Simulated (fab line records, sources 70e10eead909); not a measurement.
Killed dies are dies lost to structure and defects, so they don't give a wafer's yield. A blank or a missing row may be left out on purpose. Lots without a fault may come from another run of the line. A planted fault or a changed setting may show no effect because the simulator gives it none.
Chamber matching | flow nand_harc | NHARC_A_CHANNEL_FILL_D1_ETCHBACK_19 on rie_si-05: 4 sister chambers
The step etches the open film in HBr/Cl2, target depth 5 nm, time 1.7 s. 18 wafers are shown with their chamber, then 9 later ones without.

WAFERS WITH THEIR CHAMBER
wafer  | chamber | drypump_motor_current_A (A) | oes_product_au (a.u.) | throttle_valve_pct (%)
L074.1 | 1       | 6.0                         | 1.004                 | 26.423
L074.4 | 3       | 5.5                         | 1.000                 | 26.404
L074.6 | 0       | 5.7                         | 0.993                 | 26.399
L076.2 | 3       | 5.4                         | 1.000                 | 26.412
L076.5 | 2       | 6.7                         | 1.032                 | 26.413
L076.6 | 1       | 6.0                         | 1.007                 | 26.408
L078.3 | 2       | 6.7                         | 1.020                 | 26.399
L078.4 | 3       | 5.5                         | 0.996                 | 26.408
L078.6 | 0       | 5.7                         | 0.998                 | 26.401
L082.1 | 0       | 5.7                         | 0.993                 | 26.404
L082.2 | 3       | 5.5                         | 1.001                 | 26.420
L082.5 | 0       | 5.7                         | 0.992                 | 26.394
L087.1 | 0       | 5.7                         | 0.983                 | 26.411
L087.4 | 2       | 6.6                         | 1.008                 | 26.401
L087.6 | 2       | 6.7                         | 1.013                 | 26.406
L090.2 | 3       | 5.5                         | 0.997                 | 26.410
L090.3 | 0       | 5.7                         | 0.984                 | 26.391
L090.6 | 1       | 6.0                         | 0.988                 | 26.408

SIGNATURES (means of the wafers above)
reading                 | chamber 0 | chamber 1 | chamber 2 | chamber 3 | scatter within a chamber
drypump_motor_current_A | 5.700     | 6.000     | 6.675     | 5.480     | 0.0333
oes_product_au          | 0.99050   | 0.99967   | 1.01825   | 0.99880   | 0.00718
throttle_valve_pct      | 26.40000  | 26.41300  | 26.40475  | 26.41080  | 0.00688
Rule: a wafer's distance from a chamber is the root of the sum, over the readings, of the square of ((its reading less the chamber's mean) divided by the reading's scatter). The wafer belongs to the nearest chamber; if the next one is less than 2 further off, it can't be placed. The scatter: the root of (the sum of the squares of (reading less its chamber's mean) over the shown wafers, divided by (wafers less chambers)).

WAFERS WITHOUT THEIR CHAMBER
wafer  | drypump_motor_current_A (A) | oes_product_au (a.u.) | throttle_valve_pct (%)
L093.2 | 5.5                         | 1.003                 | 26.403
L093.3 | 5.7                         | 0.984                 | 26.395
L093.6 | 5.7                         | 0.988                 | 26.402
L096.2 | 6.1                         | 0.985                 | 26.414
L096.3 | 5.5                         | 0.997                 | 26.389
L096.4 | 6.6                         | 1.015                 | 26.398
L095.3 | 5.5                         | 0.983                 | 26.394
L095.5 | 5.7                         | 0.988                 | 26.412
L095.6 | 5.5                         | 0.982                 | 26.410

WHICH CHAMBER EACH WENT THROUGH
wafer  | from the rows above | in truth
L093.2 | 3                   | 3
L093.3 | 0                   | 0
L093.6 | 0                   | 0
L096.2 | 1                   | 1
L096.3 | 3                   | 3
L096.4 | 2                   | 2
L095.3 | 3                   | 3
L095.5 | 0                   | 0
L095.6 | 3                   | 3
Placed correctly: 9 of 9. Can't be placed from these rows: 0. Placed wrongly: 0.
